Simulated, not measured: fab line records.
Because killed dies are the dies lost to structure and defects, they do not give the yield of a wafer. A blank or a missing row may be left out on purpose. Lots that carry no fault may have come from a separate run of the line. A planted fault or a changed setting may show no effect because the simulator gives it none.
fab line records	flow n5Finfet
[record] lots = 24	wafers = 72	lastDay = 18
route steps=1938 shown BEOL_M7@1327 BEOL_M8@1350
lots that met no fault: taken from a fault-free run of the same line
startH: hours from the record's opening day to when the first of the lot's shown wafers began	waitH: hours from the lot's prior step to this one	" unchanged from the row above	L1.1+2: a single row standing in for several wafers	- no value, or no start given	* or withheld: withheld	< > ~ a bound
route shown NAME@n: NAME is a module with steps in the file, n the number in the route of the first one	usual: mean/standard deviation of fault-free wafers	same: alike in all rows	chamber/n: place in a boat	sites: per-site readings	_std_site: how widely they spread, as a standard deviation	_edge_site: inner sites' mean taken away from outer sites' mean	radiusMm: for every site, how far away it sits from the centre of the wafer	mask NAME#n: copy n	behind: the tool/chamber that last shaped the wafer	hold: what put the lot on hold/how long, in hours/how the hold closed	device: which transistor (n, p or np) failed to switch	end of line: the same wafers' tests at the end of the route	a step without rows: its recipe alone	killed: not the wafer's yield, but the dies lost to structure and defects at the first sort	map: dies across one wafer; x = killed, . = not, _ = none there
set.NAME: setting as actually run; set.NAME@STEP: the setting as run at that earlier step	model.NAME: the simulator's own value behind a step, which no gauge read
steps of the route over a sample of lots; a table a step, a row a wafer
services: a tool's chamber out of use, with start hour (startH, from the record's first day; less than 0 if before it), hours out, and reason
[[steps]]
[step N5_BEOL_M7_THK_MEAS_53]
[recipe] thkMeasGauge = xrf	reads = Cu_of_BEOL_M7_ECD_50
[usual] M7_THK = 79.9/1.8
lot.wafer	tool	chamber	startH	waitH	M7_THK[nm]
L076.1	filmMetro-01	-	195.03	-	80.2
L076.4	"	-	"	"	79.4
L076.6	"	-	"	"	78.3
L074.2	filmMetro-01	-	195.66	-	80.9
L074.3	"	-	"	"	80.0
L074.6	"	-	"	"	80.3
L075.2	filmMetro-01	-	202.07	-	81.0
L075.5	"	-	"	"	81.1
L075.6	"	-	"	"	80.1
L077.2	filmMetro-01	-	204.07	-	78.4
L077.5	"	-	"	"	77.6
L077.6	"	-	"	"	77.8
L078.1	filmMetro-02	-	204.41	-	78.1
L078.3	"	-	"	"	79.9
L078.5	"	-	"	"	80.2
L079.1	filmMetro-02	-	217.58	-	80.0
L079.2	"	-	"	"	82.1
L079.4	"	-	"	"	78.2
L080.1	filmMetro-01	-	230.99	-	81.2
L080.3	"	-	"	"	79.1
L080.4	"	-	"	"	81.4
L081.1	filmMetro-02	-	238.73	-	81.6
L081.3	"	-	"	"	80.2
L081.5	"	-	"	"	81.9
L082.2	filmMetro-01	-	239.57	-	77.0
L082.4	"	-	"	"	80.4
L082.6	"	-	"	"	80.4
L083.1	filmMetro-02	-	249.44	-	79.9
L083.5	"	-	"	"	79.0
L083.6	"	-	"	"	79.9
L084.3	filmMetro-01	-	260.25	-	76.7
L084.4	"	-	"	"	80.6
L084.5	"	-	"	"	78.0
L085.1	filmMetro-02	-	268.52	-	81.6
L085.4	"	-	"	"	80.8
L085.5	"	-	"	"	80.9
L086.1	filmMetro-01	-	270.75	-	75.8
L086.2	"	-	"	"	85.2
L086.5	"	-	"	"	76.0
L087.3	filmMetro-02	-	277.12	-	80.0
L087.4	"	-	"	"	80.3
L087.6	"	-	"	"	78.9
L088.2	filmMetro-01	-	277.69	-	81.4
L088.3	"	-	"	"	81.0
L088.5	"	-	"	"	80.7
L089.1	filmMetro-01	-	287.34	-	76.7
L089.2	"	-	"	"	77.5
L089.4	"	-	"	"	79.1
L091.1	filmMetro-02	-	300.77	-	81.9
L091.3	"	-	"	"	82.9
L091.4	"	-	"	"	79.0
L090.3	filmMetro-02	-	301.47	-	82.4
L090.4	"	-	"	"	75.2
L090.6	"	-	"	"	78.5
L092.2	filmMetro-02	-	304.32	-	83.2
L092.4	"	-	"	"	80.3
L092.6	"	-	"	"	82.6
L093.2	filmMetro-02	-	321.18	-	81.7
L093.5	"	-	"	"	79.9
L093.6	"	-	"	"	82.5
L096.2	filmMetro-02	-	327.13	-	78.5
L096.3	"	-	"	"	79.5
L096.4	"	-	"	"	80.7
L095.1	filmMetro-01	-	328.76	-	79.5
L095.3	"	-	"	"	76.6
L095.4	"	-	"	"	78.3
L094.1	filmMetro-02	-	329.33	-	82.1
L094.4	"	-	"	"	81.2
L094.6	"	-	"	"	80.8
L097.1	filmMetro-02	-	349.87	-	78.8
L097.2	"	-	"	"	79.9
L097.6	"	-	"	"	80.5
[step N5_BEOL_M8_ETCH_62]
[recipe] chemistry = N2/H2	target = SOC	targetDepthA = 1100	overetchA = 220	maskMaterial = SiARC	tempC = 40	timeS = 165	ionEnergyEv = 200	pressureMtorr = 30	sourceW = 840	biasW = 150	n2FlowSccm = 200	h2FlowSccm = 200
[usual] drypumpMotorCurrentA = 5.8/0.46	oesProductAu = 0.72/0.059	rfVppV = 524.2/1.8	showerheadPlenumPTorr = 2.56/0.062	throttleValvePct = 17.79/0.24
lot.wafer	tool	chamber	startH	waitH	drypumpMotorCurrentA	oesProductAu	rfHoursCounterH	rfVppV	showerheadPlenumPTorr	throttleValvePct
L076.1	rieDiel-03	1	197.70	0.0	6.0	0.73	50	523.8	2.48	17.79
L076.4	"	2	"	"	5.3	0.75	34	525.8	2.60	17.84
L076.6	"	1	"	"	6.0	0.72	-	521.8	2.48	17.77
L074.2	rieDiel-03	3	197.96	0.0	5.8	0.79	13	523.0	2.49	17.50
L074.3	"	0	"	"	5.8	0.77	23	525.0	2.59	17.88
L074.6	"	0	"	"	5.8	0.77	-	525.2	2.59	17.88
L075.2	rieDiel-03	0	206.36	0.0	5.9	0.76	26	525.8	2.59	17.89
L075.5	"	1	"	"	6.0	0.72	-	522.5	2.48	17.79
L075.6	"	0	"	"	5.9	0.77	-	524.8	2.58	17.88
L078.1	rieDiel-01	2	207.02	0.0	5.3	0.59	248	523.2	2.51	18.09
L078.3	"	0	"	"	6.7	0.79	7	526.5	2.62	17.60
L078.5	"	3	"	"	5.5	0.59	-	524.2	2.51	18.10
L077.2	rieDiel-01	2	207.79	0.0	5.3	0.59	249	522.5	2.51	18.10
L077.5	"	3	"	"	5.5	0.59	-	522.1	2.51	18.12
L077.6	"	0	"	"	6.7	0.79	-	525.5	2.62	17.57
L079.1	rieDiel-01	0	220.88	0.0	6.7	0.78	14	525.6	2.61	17.60
L079.2	"	3	"	"	5.5	0.59	241	523.4	2.51	18.11
L079.4	"	0	"	"	6.7	0.78	-	525.2	2.61	17.61
L080.1	rieDiel-06	0	235.20	0.0	5.1	0.66	157	525.8	2.65	18.03
L080.3	"	3	"	"	5.7	0.62	199	522.8	2.53	18.38
L080.4	"	1	"	"	6.1	0.72	56	526.8	2.70	17.56
L081.1	rieDiel-01	0	242.77	0.0	6.7	0.76	21	524.9	2.61	17.63
L081.3	"	3	"	"	5.5	0.58	249	522.5	2.50	18.13
L081.5	"	0	"	"	6.7	0.76	-	524.9	2.61	17.61
L082.2	rieDiel-06	3	243.25	0.0	5.7	0.62	202	523.2	2.53	18.39
L082.4	"	2	"	"	5.6	0.80	14	525.4	2.61	17.78
L082.6	"	1	"	"	6.1	0.72	-	529.4	2.69	17.57
L083.1	rieDiel-03	0	252.89	0.0	5.9	0.74	42	525.0	2.58	17.92
L083.5	"	3	"	"	5.8	0.76	-	522.7	2.48	17.52
L083.6	"	0	"	"	5.9	0.74	-	525.1	2.58	17.89
L084.3	rieDiel-01	0	262.20	0.0	6.7	0.75	30	525.7	2.61	17.64
L084.4	"	0	"	"	6.7	0.74	-	526.1	2.61	17.64
L084.5	"	1	"	"	6.4	0.70	-	524.7	2.55	17.42
L085.1	rieDiel-03	0	271.36	0.0	5.9	0.73	48	524.3	2.58	17.93
L085.4	"	2	"	"	5.3	0.72	-	524.3	2.59	17.91
L085.5	"	3	"	"	5.8	0.75	-	521.6	2.48	17.54
L086.1	rieDiel-03	2	274.53	0.0	5.3	0.72	59	523.8	2.59	17.88
L086.2	"	0	"	"	5.9	0.72	49	524.3	2.58	17.93
L086.5	"	3	"	"	5.8	0.75	-	522.5	2.48	17.53
L087.3	rieDiel-01	0	280.23	0.0	6.7	0.74	36	526.2	2.60	17.64
L087.4	"	1	"	"	6.4	0.69	108	524.0	2.55	17.44
L087.6	"	3	"	"	5.4	0.81	-	522.7	2.50	17.71
L088.2	rieDiel-06	0	280.58	0.0	5.2	0.65	172	525.9	2.65	18.01
L088.3	"	1	"	"	6.0	0.71	71	526.9	2.69	17.59
L088.5	"	2	"	"	5.6	0.78	-	526.4	2.60	17.80
L089.1	rieDiel-06	3	290.19	0.0	5.7	0.61	219	524.7	2.52	18.38
L089.2	"	2	"	"	5.6	0.77	30	525.5	2.60	17.80
L089.4	"	1	"	"	6.0	0.70	75	528.2	2.69	17.60
L091.1	rieDiel-06	2	303.69	0.0	5.6	0.76	37	526.0	2.60	17.81
L091.3	"	1	"	"	6.1	0.70	82	528.3	2.69	17.62
L091.4	"	3	"	"	5.7	0.60	224	524.2	2.52	18.40
L090.3	rieDiel-01	1	304.00	0.0	6.4	0.69	111	522.9	2.55	17.42
L090.4	"	0	"	"	6.7	0.74	39	524.3	2.60	17.64
L090.6	"	3	"	"	5.5	0.79	-	522.5	2.50	17.72
L092.2	rieDiel-03	1	308.06	0.0	6.0	0.69	88	521.9	2.46	17.83
L092.4	"	3	"	"	5.7	0.73	52	521.3	2.47	17.59
L092.6	"	0	"	"	5.9	0.71	-	525.4	2.57	17.95
L093.2	rieDiel-03	2	325.76	0.0	5.4	0.69	82	523.3	2.58	17.94
L093.5	"	0	"	"	5.9	0.71	-	525.0	2.57	17.96
L093.6	"	3	"	"	5.8	0.72	-	521.3	2.47	17.58
L096.2	rieDiel-01	2	329.00	0.0	5.3	0.74	32	521.8	2.49	17.69
L096.3	"	3	"	"	5.5	0.77	17	522.0	2.49	17.73
L096.4	"	1	"	"	6.4	0.68	120	524.8	2.54	17.45
L095.1	rieDiel-03	2	332.40	0.0	5.3	0.70	84	526.1	2.58	17.94
L095.3	"	0	"	"	5.8	0.72	69	525.9	2.57	17.95
L095.4	"	3	"	"	5.8	0.72	61	522.2	2.47	17.58
L094.1	rieDiel-01	1	332.56	0.0	6.4	0.68	121	523.9	2.54	17.45
L094.4	"	3	"	"	5.4	0.78	19	522.4	2.49	17.74
L094.6	"	3	"	"	5.5	0.77	-	521.0	2.49	17.73
L097.1	rieDiel-06	2	353.62	0.0	5.5	0.74	52	524.4	2.59	17.86
L097.2	"	1	"	"	6.1	0.69	96	527.3	2.68	17.63
L097.6	"	2	"	"	5.5	0.74	-	524.6	2.59	17.87
[step N5_BEOL_M8_INSPECT_30]
[recipe] mode = adi	inspectInstrument = brightfield
[usual] rawDefectCount = 401/95
lot.wafer	tool	chamber	startH	waitH	rawDefectCount
L074.2	defectInspect-01	-	198.94	0.0	291
L074.3	"	-	"	"	251
L074.6	"	-	"	"	387
L076.1	defectInspect-01	-	199.11	0.1	428
L076.4	"	-	"	"	331
L076.6	"	-	"	"	384
L075.2	defectInspect-02	-	207.12	0.0	410
L075.5	"	-	"	"	279
L075.6	"	-	"	"	292
L078.1	defectInspect-01	-	207.96	0.1	234
L078.3	"	-	"	"	341
L078.5	"	-	"	"	295
L077.2	defectInspect-02	-	208.67	0.0	378
L077.5	"	-	"	"	427
L077.6	"	-	"	"	488
L079.1	defectInspect-01	-	222.46	0.1	409
L079.2	"	-	"	"	379
L079.4	"	-	"	"	477
L080.1	defectInspect-02	-	237.00	0.1	311
L080.3	"	-	"	"	489
L080.4	"	-	"	"	379
L081.1	defectInspect-02	-	245.15	0.1	446
L081.3	"	-	"	"	831
L081.5	"	-	"	"	555
L082.2	defectInspect-02	-	245.49	0.0	454
L082.4	"	-	"	"	477
L082.6	"	-	"	"	391
L083.1	defectInspect-01	-	257.12	0.1	303
L083.5	"	-	"	"	266
L083.6	"	-	"	"	347
L084.3	defectInspect-01	-	264.41	0.0	357
L084.4	"	-	"	"	320
L084.5	"	-	"	"	334
L085.1	defectInspect-02	-	274.10	0.1	345
L085.4	"	-	"	"	317
L085.5	"	-	"	"	354
L086.1	defectInspect-02	-	275.29	0.1	290
L086.2	"	-	"	"	340
L086.5	"	-	"	"	359
L087.3	defectInspect-02	-	281.20	0.0	332
L087.4	"	-	"	"	328
L087.6	"	-	"	"	366
L088.2	defectInspect-01	-	283.42	0.0	495
L088.3	"	-	"	"	419
L088.5	"	-	"	"	438
L089.1	defectInspect-02	-	291.69	0.1	667
L089.2	"	-	"	"	313
L089.4	"	-	"	"	366
L091.1	defectInspect-01	-	305.69	0.1	286
L091.3	"	-	"	"	425
L091.4	"	-	"	"	373
L090.3	defectInspect-01	-	307.18	0.0	362
L090.4	"	-	"	"	312
L090.6	"	-	"	"	390
L092.2	defectInspect-02	-	308.91	0.0	402
L092.4	"	-	"	"	562
L092.6	"	-	"	"	335
L093.2	defectInspect-02	-	326.57	0.0	571
L093.5	"	-	"	"	425
L093.6	"	-	"	"	384
L096.2	defectInspect-01	-	331.08	0.0	688
L096.3	"	-	"	"	487
L096.4	"	-	"	"	409
L095.1	defectInspect-02	-	333.66	0.1	466
L095.3	"	-	"	"	449
L095.4	"	-	"	"	687
L094.1	defectInspect-02	-	335.12	0.1	370
L094.4	"	-	"	"	469
L094.6	"	-	"	"	420
L097.1	defectInspect-02	-	356.63	0.1	450
L097.2	"	-	"	"	402
L097.6	"	-	"	"	515
[step N5_BEOL_M8_THK_MEAS_53]
[recipe] thkMeasGauge = xrf	reads = Cu_of_BEOL_M8_ECD_50
[usual] M8_THK = 80.6/2.3
lot.wafer	tool	chamber	startH	waitH	M8_THK[nm]
L074.2	filmMetro-02	-	201.78	-	80.3
L074.3	"	-	"	"	79.5
L074.6	"	-	"	"	79.9
L076.1	filmMetro-01	-	202.61	-	81.8
L076.4	"	-	"	"	82.7
L076.6	"	-	"	"	77.6
L075.2	filmMetro-02	-	209.79	-	80.1
L075.5	"	-	"	"	80.0
L075.6	"	-	"	"	80.8
L078.1	filmMetro-02	-	211.83	-	81.9
L078.3	"	-	"	"	84.3
L078.5	"	-	"	"	84.9
L077.2	filmMetro-01	-	212.36	-	77.5
L077.5	"	-	"	"	81.7
L077.6	"	-	"	"	82.9
L079.1	filmMetro-01	-	227.07	-	84.9
L079.2	"	-	"	"	80.7
L079.4	"	-	"	"	81.0
L080.1	filmMetro-01	-	239.73	-	79.9
L080.3	"	-	"	"	80.4
L080.4	"	-	"	"	82.9
L081.1	filmMetro-01	-	248.01	-	81.3
L081.3	"	-	"	"	80.9
L081.5	"	-	"	"	82.2
L082.2	filmMetro-01	-	248.78	-	78.1
L082.4	"	-	"	"	78.5
L082.6	"	-	"	"	83.2
L083.1	filmMetro-01	-	260.67	-	80.5
L083.5	"	-	"	"	79.7
L083.6	"	-	"	"	80.8
L084.3	filmMetro-01	-	269.52	-	83.0
L084.4	"	-	"	"	82.0
L084.5	"	-	"	"	79.0
L085.1	filmMetro-02	-	277.41	-	79.5
L085.4	"	-	"	"	78.6
L085.5	"	-	"	"	82.1
L086.1	filmMetro-02	-	279.35	-	80.1
L086.2	"	-	"	"	78.6
L086.5	"	-	"	"	78.4
L087.3	filmMetro-01	-	286.15	-	78.5
L087.4	"	-	"	"	83.3
L087.6	"	-	"	"	82.6
L088.2	filmMetro-01	-	288.88	-	79.2
L088.3	"	-	"	"	81.5
L088.5	"	-	"	"	80.9
L089.1	filmMetro-02	-	294.41	-	76.2
L089.2	"	-	"	"	81.0
L089.4	"	-	"	"	76.4
L091.1	filmMetro-02	-	309.22	-	79.7
L091.3	"	-	"	"	82.1
L091.4	"	-	"	"	79.7
L090.3	filmMetro-02	-	310.51	-	82.1
L090.4	"	-	"	"	82.6
L090.6	"	-	"	"	79.9
L092.2	filmMetro-02	-	315.30	-	81.1
L092.4	"	-	"	"	80.6
L092.6	"	-	"	"	83.2
L093.2	filmMetro-01	-	329.09	-	85.0
L093.5	"	-	"	"	79.1
L093.6	"	-	"	"	85.0
L096.2	filmMetro-01	-	334.81	-	80.0
L096.3	"	-	"	"	77.5
L096.4	"	-	"	"	81.6
L095.1	filmMetro-01	-	337.39	-	79.1
L095.3	"	-	"	"	83.5
L095.4	"	-	"	"	79.1
L094.1	filmMetro-02	-	337.69	-	78.9
L094.4	"	-	"	"	80.3
L094.6	"	-	"	"	81.2
L097.1	filmMetro-01	-	360.49	-	84.8
L097.2	"	-	"	"	80.5
L097.6	"	-	"	"	83.6
[step N5_BEOL_M8_DEP_56]
[recipe] material = SiCN	targetThkA = 100	tempC = withheld	precursor = 3MS/NH3	pressureTorr = 3	rfW = 202	timeS = 17.5
[usual] chamberPressureTorr = 2.999/0.0066	showerheadPlenumPTorr = 3.659/0.01	throttleValvePct = 8.8/0.37
lot.wafer	tool	chamber	startH	waitH	chamberPressureTorr	showerheadPlenumPTorr	throttleValvePct
L074.2	pecvd-03	0	201.85	0.0	2.998	3.648	8.6
L074.3	"	2	"	"	3.009	3.677	9.3
L074.6	"	2	"	"	2.998	3.650	8.7
L076.1	pecvd-03	2	202.68	0.0	3.003	3.661	9.1
L076.4	"	1	"	"	3.005	3.667	9.0
L076.6	"	1	"	"	3.005	3.662	8.7
L075.2	pecvd-04	0	209.85	0.0	3.006	3.671	9.4
L075.5	"	2	"	"	2.996	3.655	8.1
L075.6	"	0	"	"	3.002	3.679	9.3
L078.1	pecvd-04	1	211.89	0.0	2.994	3.656	9.2
L078.3	"	2	"	"	2.991	3.658	8.3
L078.5	"	1	"	"	2.997	3.671	8.6
L077.2	pecvd-01	1	212.42	0.0	2.999	3.648	9.1
L077.5	"	1	"	"	2.996	3.666	9.2
L077.6	"	0	"	"	2.999	3.636	8.9
L079.1	pecvd-01	0	227.13	0.0	3.004	3.637	9.0
L079.2	"	1	"	"	2.998	3.662	9.3
L079.4	"	0	"	"	2.997	3.638	9.2
L080.1	pecvd-03	2	239.79	0.0	3.002	3.660	8.9
L080.3	"	0	"	"	2.992	3.650	9.1
L080.4	"	2	"	"	3.000	3.670	9.1
L081.1	pecvd-04	0	248.07	0.0	3.008	3.666	9.3
L081.3	"	2	"	"	3.005	3.658	8.0
L081.5	"	0	"	"	2.987	3.670	9.2
L082.2	pecvd-01	0	248.84	0.0	3.000	3.633	9.3
L082.4	"	1	"	"	2.996	3.669	8.8
L082.6	"	2	"	"	3.008	3.649	8.3
L083.1	pecvd-03	0	260.73	0.0	3.004	3.657	8.8
L083.5	"	1	"	"	3.000	3.669	8.8
L083.6	"	0	"	"	2.997	3.654	9.1
L084.3	pecvd-04	0	269.61	0.0	3.006	3.675	9.4
L084.4	"	2	"	"	2.994	3.659	8.3
L084.5	"	0	"	"	2.999	3.670	9.0
L085.1	pecvd-03	1	277.48	0.0	2.993	3.649	9.1
L085.4	"	0	"	"	3.006	3.653	9.3
L085.5	"	2	"	"	2.998	3.662	9.2
L086.1	pecvd-04	2	279.42	0.0	3.001	3.660	8.1
L086.2	"	1	"	"	2.993	3.669	8.7
L086.5	"	1	"	"	2.989	3.669	8.9
L087.3	pecvd-03	2	286.21	0.0	3.003	3.663	8.9
L087.4	"	0	"	"	3.011	3.647	9.0
L087.6	"	1	"	"	2.995	3.654	9.0
L088.2	pecvd-04	1	288.95	0.0	2.998	3.663	8.8
L088.3	"	2	"	"	3.009	3.666	8.2
L088.5	"	1	"	"	2.994	3.668	8.9
L089.1	pecvd-03	2	294.48	0.0	3.004	3.663	9.0
L089.2	"	0	"	"	2.979	3.647	9.0
L089.4	"	2	"	"	2.996	3.665	9.2
L091.1	pecvd-01	1	309.28	0.0	3.002	3.651	9.1
L091.3	"	0	"	"	3.008	3.633	9.3
L091.4	"	1	"	"	3.005	3.659	9.1
L090.3	pecvd-04	1	310.60	0.0	3.001	3.673	8.7
L090.4	"	2	"	"	3.001	3.665	8.2
L090.6	"	2	"	"	2.995	3.661	8.2
L092.2	pecvd-04	1	315.37	0.0	3.001	3.658	9.0
L092.4	"	2	"	"	3.006	3.661	8.5
L092.6	"	0	"	"	3.006	3.663	9.2
L093.2	pecvd-03	2	329.15	0.0	2.992	3.668	9.2
L093.5	"	1	"	"	2.986	3.660	9.1
L093.6	"	0	"	"	3.004	3.642	8.8
L096.2	pecvd-01	2	334.87	0.0	2.994	3.658	8.2
L096.3	"	1	"	"	3.000	3.651	9.1
L096.4	"	1	"	"	2.995	3.653	8.9
L095.1	pecvd-04	2	337.45	0.0	2.997	3.661	8.4
L095.3	"	0	"	"	2.991	3.661	9.1
L095.4	"	2	"	"	2.992	3.663	8.3
L094.1	pecvd-03	1	337.75	0.0	3.002	3.661	8.9
L094.4	"	2	"	"	3.009	3.661	9.0
L094.6	"	1	"	"	2.996	3.656	8.8
L097.1	pecvd-03	2	360.55	0.0	3.000	3.659	9.0
L097.2	"	0	"	"	3.007	3.645	9.2
L097.6	"	2	"	"	3.002	3.657	9.1
[step N5_BEOL_M8_INSPECT_58]
[recipe] inspectInstrument = darkfield	mode = postDep
[usual] rawDefectCount = 69/23
lot.wafer	tool	chamber	startH	waitH	rawDefectCount
L074.2	defectInspect-01	-	201.94	0.0	86
L074.3	"	-	"	"	79
L074.6	"	-	"	"	74
L076.1	defectInspect-02	-	202.79	0.0	69
L076.4	"	-	"	"	32
L076.6	"	-	"	"	47
L075.2	defectInspect-01	-	209.95	0.0	118
L075.5	"	-	"	"	119
L075.6	"	-	"	"	85
L078.1	defectInspect-02	-	211.98	0.0	39
L078.3	"	-	"	"	58
L078.5	"	-	"	"	90
L077.2	defectInspect-02	-	212.52	0.0	78
L077.5	"	-	"	"	82
L077.6	"	-	"	"	50
L079.1	defectInspect-01	-	227.23	0.0	48
L079.2	"	-	"	"	52
L079.4	"	-	"	"	107
L080.1	defectInspect-01	-	239.88	0.0	105
L080.3	"	-	"	"	44
L080.4	"	-	"	"	92
L081.1	defectInspect-02	-	248.16	0.0	39
L081.3	"	-	"	"	36
L081.5	"	-	"	"	42
L082.2	defectInspect-02	-	248.94	0.0	73
L082.4	"	-	"	"	52
L082.6	"	-	"	"	92
L083.1	defectInspect-01	-	260.83	0.0	60
L083.5	"	-	"	"	42
L083.6	"	-	"	"	39
L084.3	defectInspect-01	-	269.70	0.0	149
L084.4	"	-	"	"	112
L084.5	"	-	"	"	84
L085.1	defectInspect-01	-	277.58	0.0	88
L085.4	"	-	"	"	66
L085.5	"	-	"	"	67
L086.1	defectInspect-02	-	279.51	0.0	55
L086.2	"	-	"	"	51
L086.5	"	-	"	"	56
L087.3	defectInspect-01	-	286.31	0.0	56
L087.4	"	-	"	"	84
L087.6	"	-	"	"	74
L088.2	defectInspect-02	-	289.05	0.0	56
L088.3	"	-	"	"	44
L088.5	"	-	"	"	60
L089.1	defectInspect-01	-	294.57	0.0	47
L089.2	"	-	"	"	66
L089.4	"	-	"	"	111
L091.1	defectInspect-02	-	309.38	0.0	58
L091.3	"	-	"	"	63
L091.4	"	-	"	"	60
L090.3	defectInspect-01	-	310.70	0.0	53
L090.4	"	-	"	"	79
L090.6	"	-	"	"	40
L092.2	defectInspect-01	-	315.46	0.0	74
L092.4	"	-	"	"	47
L092.6	"	-	"	"	92
L093.2	defectInspect-01	-	329.25	0.0	61
L093.5	"	-	"	"	95
L093.6	"	-	"	"	94
L096.2	defectInspect-01	-	334.97	0.0	41
L096.3	"	-	"	"	65
L096.4	"	-	"	"	72
L095.1	defectInspect-01	-	337.54	0.0	110
L095.3	"	-	"	"	71
L095.4	"	-	"	"	74
L094.1	defectInspect-01	-	337.85	0.0	80
L094.4	"	-	"	"	60
L094.6	"	-	"	"	71
L097.1	defectInspect-01	-	360.64	0.0	62
L097.2	"	-	"	"	49
L097.6	"	-	"	"	42
[[services]]
tool	chamber	startH	hours	kind
rieDiel-06	2	184.66	-	clean
rieDiel-06	2	184.66	-	consumableReplace:focusRing
rieDiel-06	2	184.66	21.6	scheduledDown
pecvd-03	0	188.27	5.0	repair
pecvd-03	0	202.08	2.1	scheduledDown
rieDiel-01	2	210.24	-	clean
rieDiel-01	2	210.24	-	consumableReplace:focusRing
rieDiel-01	2	210.24	15.4	scheduledDown
rieDiel-01	2	210.24	15.4	ventCycle
rieDiel-03	-	221.21	0.3	repair
pecvd-03	-	230.62	5.5	pm
rieDiel-01	3	247.96	-	clean
rieDiel-01	3	247.96	-	consumableReplace:focusRing
rieDiel-01	3	247.96	16.2	scheduledDown
rieDiel-01	3	247.96	16.2	ventCycle
pecvd-04	1	265.09	6.4	repair
pecvd-04	0	266.24	2.1	scheduledDown
rieDiel-03	1	267.61	8.5	repair
rieDiel-01	-	282.13	15.6	pm
rieDiel-03	0	288.61	3.7	repair
pecvd-04	0	302.31	12.1	repair
rieDiel-06	-	319.09	2.8	pm
pecvd-01	2	347.36	12.4	repair
rieDiel-06	3	347.85	6.3	repair
[[key]]
fault none
